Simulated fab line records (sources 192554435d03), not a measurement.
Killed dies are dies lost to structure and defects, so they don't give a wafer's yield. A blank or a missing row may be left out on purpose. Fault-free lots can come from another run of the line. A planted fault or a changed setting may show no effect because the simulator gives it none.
Matching of chambers :: flow n5 finfet :: 4 sister chambers for N5_MOL_CONTACT_COAG_ALD_131 on ald sin-01
The step deposits SiO2, target thk 5 nm, pulse time 1 s, co reactant pulse time 1 s. 8 wafers are shown with their chamber, then 12 later ones without.

== WAFERS, EACH WITH ITS CHAMBER ==
wafer: L083.4
chamber: 0
heater power w (W): 75
precursor pulse height rel: 1.055

wafer: L083.6
chamber: 1
heater power w (W): 70
precursor pulse height rel: 1.049

wafer: L086.1
chamber: 0
heater power w (W): 78
precursor pulse height rel: 0.999

wafer: L086.2
chamber: 1
heater power w (W): 68
precursor pulse height rel: 0.979

wafer: L086.3
chamber: 2
heater power w (W): 98
precursor pulse height rel: 0.987

wafer: L086.4
chamber: 3
heater power w (W): 85
precursor pulse height rel: 1.001

wafer: L086.5
chamber: 2
heater power w (W): 99
precursor pulse height rel: 0.989

wafer: L086.6
chamber: 3
heater power w (W): 84
precursor pulse height rel: 0.996

== WAFERS WITH NO CHAMBER GIVEN ==
wafer: L087.4
heater power w (W): 86
precursor pulse height rel: 0.994

wafer: L087.5
heater power w (W): 99
precursor pulse height rel: 1.001

wafer: L087.6
heater power w (W): 89
precursor pulse height rel: 0.997

wafer: L092.2
heater power w (W): 77
precursor pulse height rel: 1.012

wafer: L092.4
heater power w (W): 99
precursor pulse height rel: 1.018

wafer: L092.5
heater power w (W): 77
precursor pulse height rel: 1.016

wafer: L094.2
heater power w (W): 78
precursor pulse height rel: 1.002

wafer: L094.4
heater power w (W): 86
precursor pulse height rel: 1.013

wafer: L094.5
heater power w (W): 87
precursor pulse height rel: 0.988

wafer: L096.2
heater power w (W): 87
precursor pulse height rel: 1.005

wafer: L096.4
heater power w (W): 76
precursor pulse height rel: 0.973

wafer: L096.6
heater power w (W): 75
precursor pulse height rel: 1.020

== WHICH CHAMBER EACH ONE RAN IN ==
wafer: L087.4
from the rows above: 3
in truth: 3

wafer: L087.5
from the rows above: 2
in truth: 2

wafer: L087.6
from the rows above: 3
in truth: 3

wafer: L092.2
from the rows above: 0
in truth: 0

wafer: L092.4
from the rows above: 2
in truth: 2

wafer: L092.5
from the rows above: 0
in truth: 0

wafer: L094.2
from the rows above: 0
in truth: 0

wafer: L094.4
from the rows above: 3
in truth: 3

wafer: L094.5
from the rows above: 3
in truth: 3

wafer: L096.2
from the rows above: 3
in truth: 3

wafer: L096.4
from the rows above: 0
in truth: 0

wafer: L096.6
from the rows above: 0
in truth: 0
12 of 12 placed correctly. Left unplaced by these rows: 0. Placed wrongly: 0.
How it was worked out, from the rows above alone: a wafer's distance from a chamber is the root of the sum, over the readings, of the square of ((its reading less the chamber's mean) divided by the reading's scatter). If the next closest chamber is less than 2 further off than the closest, the wafer can't be placed; otherwise it belongs to the closest. Each chamber's mean is taken over the wafers shown for it. The scatter: take each reading less its chamber's mean, square it, sum over the shown wafers, divide by the number of wafers less the number of chambers, and take the root.
